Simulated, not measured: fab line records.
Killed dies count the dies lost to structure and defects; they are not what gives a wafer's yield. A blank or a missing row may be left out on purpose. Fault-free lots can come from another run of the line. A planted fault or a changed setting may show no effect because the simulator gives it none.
fab line records ; flow n5_finfet ; part 2 of 2: steps 19 to 28 of 28
record: lots: 5; wafers: 15; last_day: 20
route steps=1938 shown FIN_SAQP@139 FIN_CUT@154
lots untouched by any fault: they come from a run of this same line in which no faults occurred
start_h: hours from the record's first day to the start of the lot's first wafer shown ; wait_h: how many hours have passed since the lot's step before this one ; " as in the row above ; L1.1+2: one row covering several wafers at once ; - no value, or no start given ; * or withheld: withheld ; < > ~ a bound
route shown NAME@n: NAME is a module with steps in the file, n the number in the route of the first one ; usual: the fault-free wafers' mean and standard deviation ; same: alike in all rows ; chamber/n: place in a boat ; sites: per-site readings ; _std_site: the values' standard deviation ; _edge_site: the outer-site mean with the inner-site mean subtracted ; radius_mm: for every site, how far away it sits from the centre of the wafer ; mask NAME#n: copy n ; behind: the last tool/chamber to shape the wafer ; hold: the reason the lot was held/the length of the hold in hours/how it ended ; device: the n, p or np transistor that did not switch ; end of line: tests run on the same wafers once the route is complete ; where a step has no rows: the recipe by itself ; killed: dies lost to structure and defects at the first sort, not the wafer's yield ; map: the dies of a wafer, with x for killed, . for not killed, _ for no die there
set.NAME: the setting that was run; set.NAME@STEP: the one run at that earlier step ; model.NAME: the simulator's own value behind a step, which no gauge read
lots seen at some steps along the route; tables by step, rows by wafer
services: the hour from which a tool's chamber was out of use, counted from the record's first day as start_h (under 0 if before that day), plus the number of hours and why
== steps ==
step: N5_FIN_CUT_COAT_02
recipe: resist: CAR-EUV; spin_rpm: 1500; resist_thk_nm: 30
usual: chill_plate_temp_C: 22.98/0.12; spin_speed_rpm: 1500.0/0.93
lot.wafer;tool;chamber;start_h;wait_h;chill_plate_temp_C;spin_speed_rpm
L082.1;litho_track-02;0;-;-;23.18;1500.0
L082.2;litho_track-02;0;-;-;23.23;1499.6
L082.4;litho_track-02;0;-;-;23.14;1500.1
L086.1;litho_track-01;0;-;-;22.89;1501.2
L086.4;litho_track-01;0;-;-;22.93;1501.2
L086.5;litho_track-01;0;-;-;23.09;1501.2
L087.1;litho_track-03;0;-;-;22.94;1501.1
L087.2;litho_track-03;0;-;-;22.89;1501.9
L087.5;litho_track-03;0;-;-;22.94;1500.5
L095.2;litho_track-03;0;-;-;23.08;1499.0
L095.3;litho_track-03;0;-;-;23.06;1500.8
L095.5;litho_track-03;0;-;-;23.26;1499.8
L097.3;litho_track-01;0;-;-;22.63;1499.1
L097.4;litho_track-01;0;-;-;22.95;1499.6
L097.5;litho_track-01;0;-;-;22.98;1499.7
step: N5_FIN_CUT_EBR_04
recipe: solvent: PGMEA; ebr_width_mm: 1.5
usual: chill_plate_temp_C: 22.99/0.11
lot.wafer;tool;chamber;start_h;wait_h;chill_plate_temp_C
L082.1;litho_track-02;0;-;-;23.08
L082.2;litho_track-02;0;-;-;23.15
L082.4;litho_track-02;0;-;-;23.06
L086.1;litho_track-01;0;-;-;23.18
L086.4;litho_track-01;0;-;-;23.07
L086.5;litho_track-01;0;-;-;22.95
L087.1;litho_track-03;0;-;-;23.11
L087.2;litho_track-03;0;-;-;23.17
L087.5;litho_track-03;0;-;-;23.00
L095.2;litho_track-03;0;-;-;22.98
L095.3;litho_track-03;0;-;-;22.78
L095.5;litho_track-03;0;-;-;23.10
L097.3;litho_track-01;0;-;-;23.03
L097.4;litho_track-01;0;-;-;22.93
L097.5;litho_track-01;0;-;-;23.04
step: N5_FIN_CUT_SOFTBAKE_03
recipe: temp_c: 110; time_s: 60; resist: CAR-EUV
usual: chill_plate_temp_C: 22.98/0.09
lot.wafer;tool;chamber;start_h;wait_h;chill_plate_temp_C
L082.1;litho_track-02;0;-;-;22.96
L082.2;litho_track-02;0;-;-;22.98
L082.4;litho_track-02;0;-;-;22.85
L086.1;litho_track-01;0;-;-;22.97
L086.4;litho_track-01;0;-;-;22.93
L086.5;litho_track-01;0;-;-;22.81
L087.1;litho_track-03;0;-;-;22.97
L087.2;litho_track-03;0;-;-;22.91
L087.5;litho_track-03;0;-;-;22.91
L095.2;litho_track-03;0;-;-;22.91
L095.3;litho_track-03;0;-;-;22.87
L095.5;litho_track-03;0;-;-;22.88
L097.3;litho_track-01;0;-;-;23.05
L097.4;litho_track-01;0;-;-;22.85
L097.5;litho_track-01;0;-;-;22.98
step: N5_FIN_CUT_EXPOSE_05
recipe: mask_id: FIN_CUT; na: 0.33; source_shape: annular; sigma_inner: 0.35; sigma_outer: 0.8; polarization: unpolarized; dose_mj: 45.75
same: sigma_outer: 0.8
lot.wafer;tool;chamber;start_h;wait_h;mask
L082.1+2+4;euv_scanner-01;0;74.66;-;FIN_CUT#0
L086.1+4+5;euv_scanner-02;0;102.21;-;FIN_CUT#0
L087.1+2+5;euv_scanner-02;0;105.42;-;FIN_CUT#0
L095.2+3+5;euv_scanner-02;0;164.06;-;FIN_CUT#0
L097.3+4+5;euv_scanner-02;0;167.44;-;FIN_CUT#0
step: N5_FIN_CUT_PEB_06
recipe: peb_temp_c: 100; peb_time_s: 60; resist: CAR-EUV
usual: chill_plate_temp_C: 23.01/0.098
lot.wafer;tool;chamber;start_h;wait_h;chill_plate_temp_C
L082.1;litho_track-01;0;74.73;0.1;23.02
L082.2;litho_track-01;0;74.73;0.1;22.89
L082.4;litho_track-01;0;74.73;0.1;23.07
L086.1;litho_track-03;0;102.28;0.1;22.97
L086.4;litho_track-03;0;102.28;0.1;23.08
L086.5;litho_track-03;0;102.28;0.1;23.18
L087.1;litho_track-03;0;105.49;0.1;22.98
L087.2;litho_track-03;0;105.49;0.1;23.12
L087.5;litho_track-03;0;105.49;0.1;22.94
L095.2;litho_track-02;0;164.12;0.1;23.09
L095.3;litho_track-02;0;164.12;0.1;23.01
L095.5;litho_track-02;0;164.12;0.1;22.95
L097.3;litho_track-02;0;167.49;0.0;23.12
L097.4;litho_track-02;0;167.49;0.0;22.98
L097.5;litho_track-02;0;167.49;0.0;23.19
step: N5_FIN_CUT_DEVELOP_07
recipe: develop_time_s: 30; developer: TMAH; resist: CAR-EUV; rinse_liquid: surfactant_rinse; dry: air_spin; dev_temp_c: 23
usual: chill_plate_temp_C: 23.00/0.097
lot.wafer;tool;chamber;start_h;wait_h;chill_plate_temp_C
L082.1;litho_track-01;0;-;-;23.09
L082.2;litho_track-01;0;-;-;23.01
L082.4;litho_track-01;0;-;-;22.94
L086.1;litho_track-03;0;-;-;23.00
L086.4;litho_track-03;0;-;-;22.98
L086.5;litho_track-03;0;-;-;22.94
L087.1;litho_track-03;0;-;-;23.08
L087.2;litho_track-03;0;-;-;22.90
L087.5;litho_track-03;0;-;-;23.02
L095.2;litho_track-02;0;-;-;23.03
L095.3;litho_track-02;0;-;-;23.08
L095.5;litho_track-02;0;-;-;23.00
L097.3;litho_track-02;0;-;-;22.99
L097.4;litho_track-02;0;-;-;23.06
L097.5;litho_track-02;0;-;-;22.92
step: N5_FIN_CUT_CD_MEAS_08
recipe: target_cd_nm: 29.1; landing_energy_ev: 500; detector: se_inlens; polarity: opening
usual: cd_nm: 29.00/0.22
same: landing_energy_ev: 500
lot.wafer;tool;chamber;start_h;wait_h;cd_nm
L082.1;cd_sem-02;0;74.80;-;29.10
L082.2;cd_sem-02;0;74.80;-;29.14
L082.4;cd_sem-02;0;74.80;-;28.82
L086.1;cd_sem-01;0;102.35;-;28.97
L086.4;cd_sem-01;0;102.35;-;29.06
L086.5;cd_sem-01;0;102.35;-;29.00
L087.1;cd_sem-02;0;105.55;-;28.89
L087.2;cd_sem-02;0;105.55;-;28.98
L087.5;cd_sem-02;0;105.55;-;29.22
L095.2;cd_sem-01;0;164.19;-;29.14
L095.3;cd_sem-01;0;164.19;-;29.38
L095.5;cd_sem-01;0;164.19;-;29.16
L097.3;cd_sem-01;0;167.56;-;28.94
L097.4;cd_sem-01;0;167.56;-;29.23
L097.5;cd_sem-01;0;167.56;-;29.01
step: N5_FIN_CUT_OVL_MEAS_09
recipe: points_per_wafer: 522
usual: FIN_CUT_OVL: -0.2/0.74
lot.wafer;tool;chamber;start_h;wait_h;FIN_CUT_OVL[nm]
L082.1;overlay-01;0;74.83;0.0;-0.4
L082.2;overlay-01;0;74.83;0.0;-1.0
L082.4;overlay-01;0;74.83;0.0;-1.9
L086.1;overlay-02;0;102.38;0.0;-0.6
L086.4;overlay-02;0;102.38;0.0;-1.2
L086.5;overlay-02;0;102.38;0.0;-0.1
L087.1;overlay-01;0;105.58;0.0;-1.9
L087.2;overlay-01;0;105.58;0.0;0.2
L087.5;overlay-01;0;105.58;0.0;-1.0
L095.2;overlay-02;0;164.22;0.0;-0.1
L095.3;overlay-02;0;164.22;0.0;-0.3
L095.5;overlay-02;0;164.22;0.0;0.1
L097.3;overlay-02;0;167.60;0.0;-1.5
L097.4;overlay-02;0;167.60;0.0;0.3
L097.5;overlay-02;0;167.60;0.0;-0.1
step: N5_FIN_CUT_INSPECT_10
recipe: mode: adi; inspect_instrument: brightfield
usual: raw_defect_count: 41/11
lot.wafer;tool;chamber;start_h;wait_h;raw_defect_count
L082.1;defect_inspect-02;-;74.89;0.1;32
L082.2;defect_inspect-02;-;74.89;0.1;32
L082.4;defect_inspect-02;-;74.89;0.1;27
L086.1;defect_inspect-01;-;102.44;0.1;50
L086.4;defect_inspect-01;-;102.44;0.1;27
L086.5;defect_inspect-01;-;102.44;0.1;33
L087.1;defect_inspect-01;-;105.64;0.1;53
L087.2;defect_inspect-01;-;105.64;0.1;45
L087.5;defect_inspect-01;-;105.64;0.1;45
L095.2;defect_inspect-02;-;164.28;0.1;45
L095.3;defect_inspect-02;-;164.28;0.1;34
L095.5;defect_inspect-02;-;164.28;0.1;39
L097.3;defect_inspect-01;-;167.65;0.0;58
L097.4;defect_inspect-01;-;167.65;0.0;45
L097.5;defect_inspect-01;-;167.65;0.0;45
step: N5_FIN_CUT_DESCUM_13
recipe: chemistry: O2; time_s: 7; source_power_w: 50; bias_power_w: 20; pressure_mtorr: 20; rf_frequency_hz: 2.712e+07; temp_c: 40; resist: CAR-EUV; o2_flow_sccm: 225
usual: drypump_motor_current_A: 5.8/0.57; oes_product_au: 0.78/0.076; rf_vpp_V: 243.4/1.4; showerhead_plenum_p_Torr: 2.11/0.067; throttle_valve_pct: 20.55/0.22
lot.wafer;tool;chamber;start_h;wait_h;drypump_motor_current_A;oes_product_au;rf_hours_counter_h;rf_vpp_V;showerhead_plenum_p_Torr;throttle_valve_pct
L082.1;rie_diel-06;3;74.92;0.0;5.2;0.88;22;242.8;2.15;20.70
L082.2;rie_diel-06;0;74.92;0.0;6.4;0.72;193;244.7;2.17;20.75
L082.4;rie_diel-06;1;74.92;0.0;5.2;0.70;211;244.2;2.16;20.57
L086.1;rie_diel-06;1;102.47;0.0;5.2;0.71;218;243.2;2.16;20.58
L086.4;rie_diel-06;2;102.47;0.0;6.4;0.80;123;243.4;2.01;20.46
L086.5;rie_diel-06;1;102.47;0.0;5.2;0.70;-;244.8;2.16;20.58
L087.1;rie_diel-06;3;105.68;0.0;5.3;0.87;30;245.1;2.14;20.69
L087.2;rie_diel-06;0;105.68;0.0;6.4;0.73;201;244.2;2.17;20.77
L087.5;rie_diel-06;3;105.68;0.0;5.2;0.88;-;243.3;2.14;20.72
L095.2;rie_diel-01;2;164.32;0.0;6.4;0.93;9;245.6;2.22;20.54
L095.3;rie_diel-01;1;164.32;0.0;6.3;0.78;131;242.2;2.11;20.49
L095.5;rie_diel-01;1;164.32;0.0;6.3;0.78;-;243.2;2.11;20.48
L097.3;rie_diel-03;1;167.68;0.0;6.1;0.75;149;242.4;2.01;20.08
L097.4;rie_diel-03;0;167.68;0.0;5.6;0.74;183;242.1;2.09;20.69
L097.5;rie_diel-03;3;167.68;0.0;5.4;0.91;-;243.6;2.14;20.47
== services ==
tool;chamber;start_h;hours;kind
euv_scanner-02;-;56.39;3.2;repair
rie_diel-03;-;56.58;0.7;repair
rie_diel-06;2;62.12;2.9;repair
rie_diel-03;1;63.66;28.1;repair
euv_scanner-02;0;68.98;-;calibration
rie_si-03;-;70.51;2.8;pm
rie_diel-02;-;71.96;1.9;repair
euv_scanner-01;-;75.67;4.0;repair
rie_diel-01;0;75.90;1.5;repair
euv_scanner-02;-;82.35;1.0;pm
rie_diel-02;-;91.19;4.7;repair
euv_scanner-01;-;104.83;1.0;pm
euv_scanner-01;-;106.59;72.0;pm
rie_diel-04;1;137.43;26.9;repair
rie_diel-04;-;140.31;15.6;pm
litho_track-01;-;143.10;-;consumable_replace:filter
rie_si-01;1;143.65;4.7;repair
rie_si-02;0;144.13;3.1;repair
wet_bench-02;-;146.95;1.4;repair
litho_track-01;-;147.41;-;consumable_replace:filter
rie_si-01;2;148.58;5.1;repair
wet_bench-01;-;155.22;1.3;repair
euv_scanner-02;-;158.67;0.8;repair
euv_scanner-02;-;166.62;0.1;repair
